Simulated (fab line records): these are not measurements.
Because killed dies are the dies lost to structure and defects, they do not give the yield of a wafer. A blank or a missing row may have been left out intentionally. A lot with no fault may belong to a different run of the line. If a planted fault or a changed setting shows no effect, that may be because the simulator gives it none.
fab line records    flow n5-finfet
[record] lots = 10  wafers = 27  last-day = 18
route steps=1938 shown MOL_CONTACT_COAG@528 BEOL_M4@1111 PASSIVATION@1936
lots that met no fault: from a run of the same line without faults
start-h: start of the lot's first displayed wafer, in hours after the record's first day    wait-h: hours elapsed since this lot's preceding step    " the same as in the row above    L1.1+2: a single row standing in for several wafers    - value missing, or start not given    * or withheld: withheld    < > ~ a bound
route shown NAME@n: a module of which the file shows steps, and the number in the route of the first    usual: average and standard deviation across the fault-free wafers    same: alike in all rows    chamber/n: place in a boat    sites: each site's reading    _std_site: their standard deviation    _edge_site: outer sites' mean less inner sites'    radius-mm: for every site, how far away it sits from the centre of the wafer    mask NAME#n: copy n    behind: tool/chamber where the wafer was last shaped    hold: why the lot was held/for how many hours/how that ended    device: names the non-switching transistor (n, p or np)    end of line: the same wafers' tests at the end of the route    for a step that has no rows: nothing shown but its recipe    killed: at the first sort, the dies lost to defects and structure; wafer yield is something else    map: a wafer's dies, x killed, . not, _ none there
set.NAME: the run value of the setting; set.NAME@STEP: its run value at that earlier step    model.NAME: the simulator's own value behind a step, which no gauge read
steps of the route over a sample of lots; a table a step, a row a wafer
services: from which hour (start-h, from the record's first day; less than 0 if before it) a tool's chamber was out of use, for how many hours, and why
[[steps]]
[step N5_MOL_CONTACT_COAG_INSPECT_10]
[recipe] mode = adi  inspect-instrument = brightfield
[usual] raw-defect-count = 80/29
lot.wafer  tool               chamber  start-h  wait-h  raw-defect-count
L426.1     defect-inspect-01  -        99.70    0.1     94
L426.4     "                  -        "        "       69
L426.5     "                  -        "        "       80
L430.4     defect-inspect-02  -        119.53   0.0     64
L430.6     "                  -        "        "       96
L431.1     defect-inspect-02  -        122.85   0.1     65
L431.2     "                  -        "        "       58
L432.1     defect-inspect-01  -        134.67   0.1     119
L432.6     "                  -        "        "       117
L439.1     defect-inspect-01  -        172.29   0.1     76
L439.2     "                  -        "        "       55
L439.5     "                  -        "        "       91
L443.1     defect-inspect-02  -        193.26   0.1     86
L443.3     "                  -        "        "       66
L443.5     "                  -        "        "       48
L444.3     defect-inspect-01  -        200.87   0.0     53
L444.5     "                  -        "        "       108
L444.6     "                  -        "        "       104
L445.1     defect-inspect-02  -        207.86   0.1     142
L445.2     "                  -        "        "       118
L445.4     "                  -        "        "       109
L446.2     defect-inspect-02  -        213.88   0.0     43
L446.5     "                  -        "        "       117
L446.6     "                  -        "        "       84
L447.1     defect-inspect-01  -        216.67   0.1     54
L447.2     "                  -        "        "       57
L447.3     "                  -        "        "       98
[step N5_MOL_CONTACT_COAG_ETCH_106]
[recipe] chemistry = N2/H2  target = SOC  target-depth-a = 800  overetch-a = 160  mask-material = SiARC  temp-c = 40  time-s = 120  ion-energy-ev = 200  pressure-mtorr = 30  source-w = 840  bias-w = 150  n2-flow-sccm = 200  h2-flow-sccm = 200
[usual] drypump-motor-current-A = 5.8/0.37  oes-product-au = 0.70/0.066  rf-vpp-V = 525/3.4  showerhead-plenum-p-Torr = 2.58/0.12  throttle-valve-pct = 17.80/0.2
lot.wafer  tool         chamber  start-h  wait-h  drypump-motor-current-A  oes-product-au  rf-hours-counter-h  rf-vpp-V  showerhead-plenum-p-Torr  throttle-valve-pct
L426.1     rie-diel-05  1        100.02   0.0     5.4                      0.69            110                 519       2.36                      17.99
L426.4     "            0        "        "       5.5                      0.70            136                 528       2.66                      17.60
L426.5     "            1        "        "       5.4                      0.70            -                   518       2.36                      17.95
L430.4     rie-diel-02  1        119.69   0.0     5.5                      0.75            -                   527       2.69                      17.65
L430.6     "            3        "        "       5.9                      0.68            -                   528       2.65                      17.72
L431.1     rie-diel-02  0        122.96   0.0     5.3                      0.79            19                  528       2.71                      17.53
L431.2     "            1        "        "       5.5                      0.75            63                  528       2.68                      17.66
L432.1     rie-diel-05  0        134.78   0.0     5.6                      0.68            149                 526       2.65                      17.63
L432.6     "            1        "        "       5.5                      0.69            -                   517       2.35                      17.97
L439.1     rie-diel-05  0        172.41   0.0     5.5                      0.68            162                 527       2.64                      17.64
L439.2     "            3        "        "       6.3                      0.64            236                 526       2.62                      18.11
L439.5     "            3        "        "       6.3                      0.63            -                   526       2.62                      18.11
L443.1     rie-diel-05  1        193.62   0.0     5.4                      0.68            141                 519       2.34                      18.00
L443.3     "            2        "        "       5.8                      0.82            16                  528       2.71                      17.64
L443.5     "            0        "        "       5.5                      0.68            -                   529       2.64                      17.65
L444.3     rie-diel-05  1        200.99   0.0     5.4                      0.68            144                 518       2.34                      18.04
L444.5     "            1        "        "       5.4                      0.68            -                   518       2.34                      18.01
L444.6     "            2        "        "       5.8                      0.81            -                   528       2.71                      17.66
L445.1     rie-diel-02  3        207.98   0.0     5.9                      0.65            197                 525       2.63                      17.78
L445.2     "            0        "        "       5.3                      0.75            48                  528       2.70                      17.58
L445.4     "            1        "        "       5.5                      0.72            -                   528       2.67                      17.72
L446.2     rie-diel-05  0        214.00   0.0     5.5                      0.67            175                 527       2.64                      17.67
L446.5     "            0        "        "       5.6                      0.67            -                   526       2.64                      17.65
L446.6     "            3        "        "       6.3                      0.62            -                   525       2.61                      18.13
L447.1     rie-diel-02  2        216.78   0.0     6.4                      0.90            0                   522       2.50                      17.69
L447.2     "            3        "        "       5.9                      0.65            202                 524       2.63                      17.79
L447.3     "            1        "        "       5.5                      0.71            97                  527       2.67                      17.71
[step N5_MOL_CONTACT_COAG_STRIP_98]
[recipe] chemistry = N2/H2  power-w = 500  temp-c = 40  pressure-mtorr = 50  rf-frequency-hz = 6e+07  overash-fraction = 0.3  bias-power-w = 8  h2-frac = 0.5  n2-flow-sccm = 300  h2-flow-sccm = 300
[usual] drypump-motor-current-A = 5.9/0.38  oes-product-au = 0.78/0.078  rf-vpp-V = 54.3/1.3  showerhead-plenum-p-Torr = 3.40/0.16  throttle-valve-pct = 18.92/0.25
lot.wafer  tool         chamber  start-h  wait-h  drypump-motor-current-A  oes-product-au  rf-hours-counter-h  rf-vpp-V  showerhead-plenum-p-Torr  throttle-valve-pct
L426.1     rie-diel-05  1        100.26   0.0     5.4                      0.79            110                 54.6      3.12                      19.10
L426.4     "            0        "        "       5.5                      0.78            136                 54.7      3.50                      18.60
L426.5     "            1        "        "       5.4                      0.79            -                   53.7      3.12                      19.08
L430.4     rie-diel-02  1        119.91   0.0     5.5                      0.84            -                   56.4      3.54                      18.67
L430.6     "            3        "        "       5.9                      0.75            -                   52.4      3.49                      18.98
L431.1     rie-diel-02  0        123.21   0.0     5.3                      0.89            19                  52.7      3.57                      18.62
L431.2     "            1        "        "       5.4                      0.85            63                  54.5      3.54                      18.69
L432.1     rie-diel-05  0        135.03   0.0     5.5                      0.77            149                 56.3      3.49                      18.61
L432.6     "            1        "        "       5.4                      0.77            -                   53.9      3.11                      19.07
L439.1     rie-diel-05  0        172.65   0.0     5.5                      0.74            162                 51.7      3.49                      18.67
L439.2     "            3        "        "       6.4                      0.70            236                 53.3      3.45                      19.35
L439.5     "            3        "        "       6.3                      0.69            -                   55.2      3.45                      19.34
L443.1     rie-diel-05  1        193.86   0.0     5.4                      0.76            141                 53.7      3.10                      19.11
L443.3     "            2        "        "       5.8                      0.91            16                  53.5      3.58                      18.65
L443.5     "            0        "        "       5.6                      0.75            -                   53.5      3.48                      18.63
L444.3     rie-diel-05  1        201.23   0.0     5.4                      0.75            144                 53.7      3.10                      19.12
L444.5     "            1        "        "       5.5                      0.76            -                   53.3      3.10                      19.11
L444.6     "            2        "        "       5.8                      0.91            -                   55.1      3.57                      18.65
L445.1     rie-diel-02  3        208.22   0.0     5.9                      0.71            197                 56.4      3.47                      19.02
L445.2     "            0        "        "       5.3                      0.84            48                  53.3      3.55                      18.66
L445.4     "            1        "        "       5.5                      0.80            -                   53.5      3.52                      18.67
L446.2     rie-diel-05  0        214.24   0.0     5.6                      0.75            175                 56.3      3.48                      18.66
L446.5     "            0        "        "       5.5                      0.75            -                   55.1      3.48                      18.67
L446.6     "            3        "        "       6.3                      0.69            -                   54.5      3.45                      19.38
L447.1     rie-diel-02  2        217.03   0.0     6.4                      1.01            0                   53.9      3.31                      18.97
L447.2     "            3        "        "       5.9                      0.71            202                 55.8      3.47                      19.07
L447.3     "            1        "        "       5.5                      0.80            97                  54.2      3.52                      18.72
[step N5_MOL_CONTACT_COAG_ALD_20]
[recipe] material = TiN  target-thk-a = 15  temp-c = 400  ald-precursor-family = TiCl4  ald-co-reactant = NH3  pulse-time-s = 1  purge-time-s = 3  co-reactant-purge-time-s = 2  co-reactant-pulse-time-s = 2  ald-cycles = 68  pressure-torr = 3
[usual] ald-cycles = 68/0  heater-power-w = 917/47  precursor-pulse-height-rel = 1.003/0.018
lot.wafer  tool          chamber  start-h  wait-h  ald-cycles  heater-power-w  precursor-pulse-height-rel
L426.1     ald-metal-04  3        101.07   0.1     68          883             1.010
L426.4     "             0        "        "       68          971             1.015
L426.5     "             1        "        "       68          947             0.994
L430.4     ald-metal-04  3        121.48   0.1     111         897             1.041
L430.6     "             2        "        "       68          913             0.975
L431.1     ald-metal-04  2        123.87   0.1     111         927             1.017
L431.2     "             1        "        "       68          936             0.952
L432.1     ald-metal-04  2        138.36   0.1     111         917             1.007
L432.6     "             2        "        "       68          920             0.958
L439.1     ald-metal-02  2        173.56   0.1     68          908             1.001
L439.2     "             1        "        "       68          857             0.999
L439.5     "             2        "        "       68          933             1.017
L443.1     ald-metal-04  3        194.60   0.1     68          901             0.982
L443.3     "             0        "        "       68          945             0.992
L443.5     "             3        "        "       68          893             1.006
L444.3     ald-metal-04  0        201.97   0.1     68          961             0.986
L444.5     "             0        "        "       68          942             1.000
L444.6     "             1        "        "       68          944             1.022
L445.1     ald-metal-04  2        208.93   0.1     68          905             1.007
L445.2     "             3        "        "       68          904             1.016
L445.4     "             1        "        "       68          945             1.008
L446.2     ald-metal-04  2        215.11   0.1     68          884             1.012
L446.5     "             3        "        "       68          922             1.012
L446.6     "             2        "        "       68          936             1.005
L447.1     ald-metal-04  0        218.23   0.1     68          944             1.016
L447.2     "             2        "        "       68          929             1.018
L447.3     "             1        "        "       68          924             1.008
[step N5_BEOL_M4_RC_MEAS_101]
[usual] DIBL_N = 35.9/1.3  DIBL_P = 35.9/1.5  IOFF_N = 0.152/0.023  IOFF_P = 0.204/0.027  ION_N = 673/9.2  ION_P = 462/6.7  SS_N = 71.4/0.48  SS_P = 73.2/0.55  VT_N = 250.3/2.6  VT_P = -250.6/3
lot.wafer  tool       chamber  start-h  wait-h  DIBL_N[mV/V]  DIBL_P[mV/V]  IOFF_N[nA/um]  IOFF_P[nA/um]  ION_N[uA/um]  ION_P[uA/um]  SS_N[mV/dec]  SS_P[mV/dec]  VT_N[mV]  VT_P[mV]
L426.1     prober-01  0        186.74   0.0     35.9          36.2          0.177          0.208          682           458           71.3          73.9          246.9     -250.4
L426.4     "          0        "        "       35.3          35.8          0.163          0.198          679           459           71.8          73.7          248.9     -251.5
L426.5     "          0        "        "       34.9          36.1          0.159          0.204          676           464           70.8          73.1          248.7     -252.7
L430.4     prober-01  0        208.91   0.5     37.3          37.5          0.167          0.220          662           460           71.9          74.8          248.3     -250.0
L430.6     "          0        "        "       35.5          35.5          0.135          0.189          666           463           71.7          72.9          249.8     -253.4
L431.1     prober-02  0        230.87   0.0     36.6          35.2          0.144          0.217          665           462           71.6          73.5          252.7     -248.6
L431.2     "          0        "        "       37.2          36.9          0.167          0.244          671           464           72.1          74.2          248.3     -249.5
L432.1     prober-02  0        240.07   0.2     34.9          35.7          0.133          0.189          680           467           71.8          73.1          252.7     -250.8
L432.6     "          0        "        "       34.8          34.9          0.130          0.178          668           462           71.0          72.1          253.5     -252.7
L439.1     prober-01  0        271.93   0.0     33.9          35.3          0.152          0.208          688           474           71.3          72.8          248.7     -248.8
L439.2     "          0        "        "       34.1          36.2          0.156          0.231          682           474           71.0          73.3          250.0     -245.6
L439.5     "          0        "        "       33.2          34.6          0.136          0.201          681           471           70.4          72.7          250.0     -249.4
L443.1     prober-02  0        302.23   0.0     34.5          36.0          0.143          0.198          681           470           71.5          73.3          252.2     -248.9
L443.3     "          0        "        "       33.8          35.6          0.137          0.187          665           466           71.2          73.1          253.1     -253.0
L443.5     "          0        "        "       35.7          37.6          0.164          0.223          681           467           71.5          73.5          249.4     -251.9
L445.1     prober-02  0        305.47   0.0     36.1          36.0          0.162          0.183          675           454           71.9          73.0          250.0     -253.1
L445.2     "          0        "        "       36.2          36.6          0.164          0.187          668           455           72.0          73.8          248.5     -255.2
L445.4     "          0        "        "       35.4          35.8          0.149          0.176          669           452           71.4          73.1          250.2     -256.0
L444.3     prober-01  0        305.57   0.3     36.5          36.4          0.174          0.228          688           471           71.9          72.9          246.3     -248.1
L444.5     "          0        "        "       35.8          35.8          0.162          0.218          681           469           72.0          72.9          248.6     -249.2
L444.6     "          0        "        "       36.4          36.3          0.172          0.228          677           468           71.1          72.5          245.5     -247.2
L446.2     prober-02  0        313.59   0.2     35.1          35.8          0.128          0.167          669           455           71.1          73.3          255.3     -254.2
L446.5     "          0        "        "       35.0          36.8          0.132          0.175          668           454           71.7          73.4          253.2     -253.3
L446.6     "          0        "        "       35.1          36.6          0.138          0.171          672           456           71.8          73.2          252.9     -257.5
L447.1     prober-01  0        331.94   0.0     41.0          40.4          0.248          0.306          686           469           72.2          74.8          245.1     -245.4
L447.2     "          0        "        "       37.6          35.8          0.157          0.216          667           459           72.2          73.7          251.9     -252.3
L447.3     "          0        "        "       38.4          36.5          0.177          0.238          669           455           71.4          74.4          249.1     -249.1
[step N5_PASSIVATION_PROBE_49]
[usual] defect-limited-yield = 91.0/1.5  killed_at_M0_to_M3 = 37/12  killed_at_M4_up = 13/5  killed-at-contacts = 13/6.1  killed-at-front-end = 39/11  killed-at-other = 4/3.2  killed-dies = 106/17  killed-open = 69/12  killed-short = 35/7.9  sort_bin_4_leakage = 0.00/0.007  sort_bin_5_function = 5.3/1  sort_bin_6_memory = 3.3/0.68  sort-n-pass = 1074/17  sort-yield-pct = 91.0/1.5
[same] gross-dies = 1180  killed-at-back-side = 0  sort_bin_8_speed[%] = 0
lot.wafer  tool       chamber  start-h  wait-h  defect-limited-yield[%]  killed_at_M0_to_M3  killed_at_M4_up  killed-at-contacts  killed-at-front-end  killed-at-other  killed-dies  killed-open  killed-short  sort_bin_4_leakage[%]  sort_bin_5_function[%]  sort_bin_6_memory[%]  sort-n-pass  sort-yield-pct[%]
L431.1     prober-01  -        335.31   0.0     89.3                     68                  16               10                  29                   3                126          80           46            0                      6.3                     3.9                   1054         89.3
L431.2     prober-01  -        335.36   0.1     90.9                     55                  13               7                   31                   1                107          59           48            0                      4.7                     3.6                   1073         90.9
L432.1     prober-02  -        355.92   0.0     89.1                     57                  14               14                  41                   3                129          80           48            0                      6.5                     3.9                   1051         89.1
L432.6     prober-02  -        356.17   0.3     92.7                     24                  22               5                   30                   5                86           56           27            0                      4.7                     2.4                   1094         92.7
L439.1     prober-02  -        384.07   0.0     92.7                     29                  11               13                  33                   0                86           61           24            0                      4.8                     2.1                   1094         92.7
L439.2     prober-02  -        384.12   0.1     91.1                     22                  18               23                  39                   3                105          78           26            0                      4.6                     4.1                   1075         91.1
L439.5     prober-02  -        384.27   0.2     92.5                     35                  11               9                   34                   0                89           59           29            0                      4.3                     3.1                   1091         92.5
L444.3     prober-01  -        414.82   0.1     90.6                     40                  12               22                  32                   5                111          81           29            0                      5.8                     3.1                   1069         90.6
L444.5     prober-01  -        414.92   0.2     89.4                     44                  10               30                  41                   0                125          86           35            0                      5.6                     4.2                   1055         89.4
L444.6     prober-01  -        414.97   0.3     88.5                     62                  14               22                  38                   0                136          90           45            0                      6.4                     4.8                   1044         88.5
L446.2     prober-02  -        426.34   0.1     89.3                     40                  16               22                  45                   3                126          100          25            0                      6.8                     3.9                   1054         89.3
L446.5     prober-02  -        426.49   0.2     91.8                     32                  13               21                  29                   2                97           71           23            0                      5.0                     3.1                   1083         91.8
L446.6     prober-02  -        426.54   0.3     92.4                     31                  6                19                  33                   1                90           59           31            0                      4.7                     2.8                   1090         92.4
// killed by level:class
L431.1 BEOL_M0_SAQP:geometric-particle:open=21 BEOL_M0_SAQP:geometric-particle:short=17 BEOL_M3:geometric-particle:open=12 GATE_CUT:geometric-particle:short=8 BEOL_M4:geometric-particle:open=7 FIN_SAQP:geometric-particle:open=6 MOL_CONTACT_COAG:geometric-particle:open=6 BEOL_M2:geometric-particle:open=6
L431.2 BEOL_M0_SAQP:geometric-particle:open=21 BEOL_M0_SAQP:geometric-particle:short=18 FIN_SAQP:geometric-particle:short=6 GATE_CUT:geometric-particle:short=6 BEOL_M2:geometric-particle:open=5 BEOL_M3:geometric-particle:open=5 STARTING-WAFER:geometric-particle:short=5 MOL_CONTACT_COAG:geometric-particle:short=4
L432.1 BEOL_M0_SAQP:geometric-particle:short=22 STI_FIN_REVEAL:geometric-particle:open=15 BEOL_M0_SAQP:geometric-particle:open=15 MOL_CONTACT_COAG:geometric-particle:open=10 GATE_CUT:geometric-particle:short=6 DUMMY_GATE:geometric-particle:open=5 BEOL_M3:geometric-particle:open=5 BEOL_M5:geometric-particle:open=5
L432.6 BEOL_M4:geometric-particle:open=9 GATE_CUT:geometric-particle:short=5 BEOL_M0_SAQP:geometric-particle:open=5 BEOL_M0_SAQP:geometric-particle:short=5 BEOL_M2:geometric-particle:open=5 STI_FIN_REVEAL:geometric-particle:open=4 DUMMY_GATE:geometric-particle:open=4 SPACER0:geometric-particle:open=4
L439.1 BEOL_M2:geometric-particle:open=13 MOL_CONTACT_COAG:geometric-particle:open=11 FIN_SAQP:geometric-particle:open=6 FIN_SAQP:geometric-particle:short=6 STI_FIN_REVEAL:geometric-particle:open=5 BEOL_M4:geometric-particle:open=5 DUMMY_GATE:geometric-particle:open=4 GATE_CUT:geometric-particle:short=4
L439.2 MOL_CONTACT_COAG:geometric-particle:open=19 BEOL_M0_SAQP:geometric-particle:open=10 FIN_SAQP:geometric-particle:open=9 BEOL_M4:geometric-particle:open=8 FIN_SAQP:geometric-particle:short=6 BEOL_M0_SAQP:geometric-particle:short=6 STARTING-WAFER:geometric-particle:open=5 STI_FIN_REVEAL:geometric-particle:open=4
L439.5 BEOL_M0_SAQP:geometric-particle:short=9 BEOL_M0_SAQP:geometric-particle:open=9 BEOL_M3:geometric-particle:open=8 STI_FIN_REVEAL:geometric-particle:open=7 MOL_CONTACT_COAG:geometric-particle:open=6 FIN_SAQP:geometric-particle:open=5 DUMMY_GATE:geometric-particle:open=4 ILD0:geometric-particle:open=4
L444.3 MOL_CONTACT_COAG:geometric-particle:open=19 BEOL_M3:geometric-particle:open=11 BEOL_M2:geometric-particle:open=10 BEOL_M0_SAQP:geometric-particle:open=9 BEOL_M0_SAQP:geometric-particle:short=8 FIN_SAQP:geometric-particle:open=7 STI_FIN_REVEAL:geometric-particle:open=5 FIN_SAQP:geometric-particle:short=4
L444.5 MOL_CONTACT_COAG:geometric-particle:open=22 BEOL_M2:geometric-particle:open=17 STI_FIN_REVEAL:geometric-particle:open=8 MOL_CONTACT_COAG:geometric-particle:short=8 BEOL_M4:geometric-particle:open=8 BEOL_M3:geometric-particle:open=8 FIN_SAQP:geometric-particle:short=6 BEOL_M0_SAQP:geometric-particle:short=6
L444.6 BEOL_M0_SAQP:geometric-particle:short=18 BEOL_M0_SAQP:geometric-particle:open=17 MOL_CONTACT_COAG:geometric-particle:open=16 STI_FIN_REVEAL:geometric-particle:open=12 FIN_SAQP:geometric-particle:short=8 BEOL_M2:geometric-particle:open=8 BEOL_M3:geometric-particle:open=8 BEOL_M1:geometric-particle:open=7
L446.2 MOL_CONTACT_COAG:geometric-particle:open=19 FIN_SAQP:geometric-particle:open=16 STI_FIN_REVEAL:geometric-particle:open=12 BEOL_M2:geometric-particle:open=12 BEOL_M0_SAQP:geometric-particle:open=7 DUMMY_GATE:geometric-particle:open=5 BEOL_M1:geometric-particle:open=5 BEOL_M3:geometric-particle:open=5
L446.5 MOL_CONTACT_COAG:geometric-particle:open=19 FIN_SAQP:geometric-particle:open=9 BEOL_M2:geometric-particle:open=8 BEOL_M3:geometric-particle:open=6 GATE_CUT:geometric-particle:short=5 STI_FIN_REVEAL:geometric-particle:open=4 BEOL_M0_SAQP:geometric-particle:open=4 BEOL_M4:geometric-particle:open=4
L446.6 MOL_CONTACT_COAG:geometric-particle:open=15 FIN_SAQP:geometric-particle:open=10 BEOL_M2:geometric-particle:open=9 FIN_SAQP:geometric-particle:short=6 BEOL_M2:geometric-particle:short=6 BEOL_M0_SAQP:geometric-particle:short=5 BEOL_M0_SAQP:geometric-particle:open=5 GATE_CUT:geometric-particle:short=4
[[services]]
tool          chamber  start-h  hours  kind
rie-diel-02   -        85.35    0.4    repair
rie-diel-05   2        108.52   -      clean
rie-diel-05   2        108.52   -      consumable-replace:focus-ring
rie-diel-05   2        108.52   -      consumable-replace:showerhead
rie-diel-05   2        108.52   29.3   scheduled-down
rie-diel-05   2        108.52   29.3   vent-cycle
rie-diel-02   2        113.74   6.6    repair
ald-metal-04  2        135.23   2.3    repair
ald-metal-04  0        142.61   23.8   repair
ald-metal-04  -        182.90   2.8    pm
rie-diel-02   2        193.76   -      clean
rie-diel-02   2        193.76   -      consumable-replace:focus-ring
rie-diel-02   2        193.76   21.7   scheduled-down
rie-diel-02   2        193.76   21.7   vent-cycle
[[key]]
[first-sign] step = N5_MOL_CONTACT_COAG_ALD_20  reading = ald-cycles  direction = up  sigmas = 99+  usual = *  struck = *
effect none on later readings
met-at N5_MOL_CONTACT_COAG_ALD_20
struck-lots L430,L431,L432
struck-wafers L430.4,L431.1,L432.1
not-acting-at N5_MOL_CONTACT_COAG_INSPECT_10,N5_MOL_CONTACT_COAG_ETCH_106,N5_MOL_CONTACT_COAG_STRIP_98
onset-between 101.07 121.48
[fault] kind = process-parameter-drift  tool = ald-metal-04  chamber = -  onset-h = 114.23  steps = N5_MOL_CONTACT_COAG_ALD_20  channel = ald-cycles  offset = *  shape = step  end-h = 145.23  scope = struck-wafers-only  acts-in = *  stated = *
